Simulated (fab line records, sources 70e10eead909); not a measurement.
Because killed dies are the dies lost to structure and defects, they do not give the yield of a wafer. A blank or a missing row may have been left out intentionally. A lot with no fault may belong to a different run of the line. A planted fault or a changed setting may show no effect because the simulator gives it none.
Which tool is to blame? -- flow nand-harc -- 24 lots, 72 wafers sampled, at 2 steps of a route of 1302

== WHAT THE GAUGES SHOWED, per wafer ==
NHARC_A_ONON_D2_THK_MEAS_30: measures by ellipsometry.
lot,measured,on,thk-nm (nm)
L074,day 12 17:23,film-metro-01,1011 1010 1012
L075,day 13 13:04,film-metro-02,1008 1008 1008
L076,day 13 13:04,film-metro-01,1004 1001 1002
L077,day 14 05:29,film-metro-02,1007 1007 1007
L078,day 14 14:20,film-metro-02,1009 1008 1008
L080,day 15 01:31,film-metro-01,1007 1004 1007
L079,day 15 01:32,film-metro-02,990 989 989
L081,day 15 20:23,film-metro-02,1003 999 1001
L082,day 16 13:11,film-metro-01,1010 1009 1009
L084,day 17 02:40,film-metro-01,1009 1008 1008
L083,day 17 02:41,film-metro-01,993 990 990
L086,day 17 16:46,film-metro-02,997 1000 999
L085,day 17 16:47,film-metro-01,994 995 993
L087,day 18 12:40,film-metro-01,998 997 995
L089,day 18 19:56,film-metro-01,993 989 991
L088,day 18 19:57,film-metro-02,1002 1001 1003
L090,day 19 19:36,film-metro-02,989 989 991
L091,day 19 19:36,film-metro-01,997 997 997
L092,day 20 12:34,film-metro-01,993 994 993
L093,day 20 18:39,film-metro-02,987 986 985
L094,day 20 18:40,film-metro-02,997 997 998
L096,day 21 17:10,film-metro-02,1006 1005 1006
L095,day 21 17:19,film-metro-02,992 993 993
L097,day 22 19:19,film-metro-02,981 980 982

NHARC_A_ONON_D2_THK_MEAS_34: measures by ellipsometry.
lot,measured,on,thk-nm (nm)
L074,day 12 17:52,film-metro-01,199.0 198.6 199.1
L075,day 13 13:32,film-metro-01,198.9 202.7 204.7
L076,day 13 13:34,film-metro-02,201.3 202.2 202.4
L077,day 14 06:05,film-metro-01,200.2 199.5 202.9
L078,day 14 14:49,film-metro-02,197.4 197.6 196.9
L080,day 15 02:04,film-metro-01,197.6 202.5 200.0
L079,day 15 02:20,film-metro-01,196.6 198.5 200.5
L081,day 15 20:52,film-metro-02,201.9 199.4 202.7
L082,day 16 13:40,film-metro-02,198.3 201.8 202.2
L084,day 17 03:08,film-metro-01,200.0 199.5 200.4
L083,day 17 03:09,film-metro-01,198.8 201.9 200.9
L086,day 17 17:14,film-metro-02,200.7 203.1 201.1
L085,day 17 17:15,film-metro-02,195.8 199.3 204.0
L087,day 18 13:12,film-metro-02,195.5 197.1 202.3
L089,day 18 20:24,film-metro-01,196.4 200.5 201.1
L088,day 18 20:25,film-metro-02,198.4 198.5 201.1
L090,day 19 20:04,film-metro-01,202.6 204.8 205.0
L091,day 19 20:04,film-metro-02,196.7 193.4 198.6
L092,day 20 13:02,film-metro-02,202.5 205.5 202.9
L093,day 20 19:07,film-metro-01,203.5 200.2 200.2
L094,day 20 19:10,film-metro-02,194.7 197.2 198.5
L096,day 21 17:44,film-metro-02,199.2 202.8 202.6
L095,day 21 18:01,film-metro-01,197.0 200.4 203.3
L097,day 22 19:47,film-metro-01,197.2 196.3 202.7

== WHAT TOOL EACH LOT RAN ON (gives the tool, then ch and the chambers of the sampled wafers, and finally the start) ==
The record shows no process step preceding these readings.

== AS READ BY THE TOOLS THEMSELVES (means over the sampled wafers that have a number; for cases with no such wafer, the mark the record gives instead) ==
The record holds no such reading with a usual standard deviation.

== THE ANSWER, worked out from the rows above alone ==
Rule: the lots themselves supply what counts as usual. Put in order of their means at a reading, lots are off if they are a third of the lots or fewer, leave a main group of 4 or more, and stand apart from it by a gap of 3 or more times the standard deviation of the main group's means; of several such gaps the widest counts. Not used: any main group whose means are identical at the precision the tables above print for the reading. A lot without any number at a reading at which 4 lots or more have one is off too. All remaining lots with rows at the step are treated as sound. Order of review: gauges by route order, followed by the tools' own readings, for which a lot's mean as printed above is used. The first step at which some lot is off is used, and at that step the reading that is off furthest; a lot without a number counts as furthest.
No lot is off on any of the readings shown, so nothing can be concluded from this.

== WHAT THE SIMULATOR PUT IN ==
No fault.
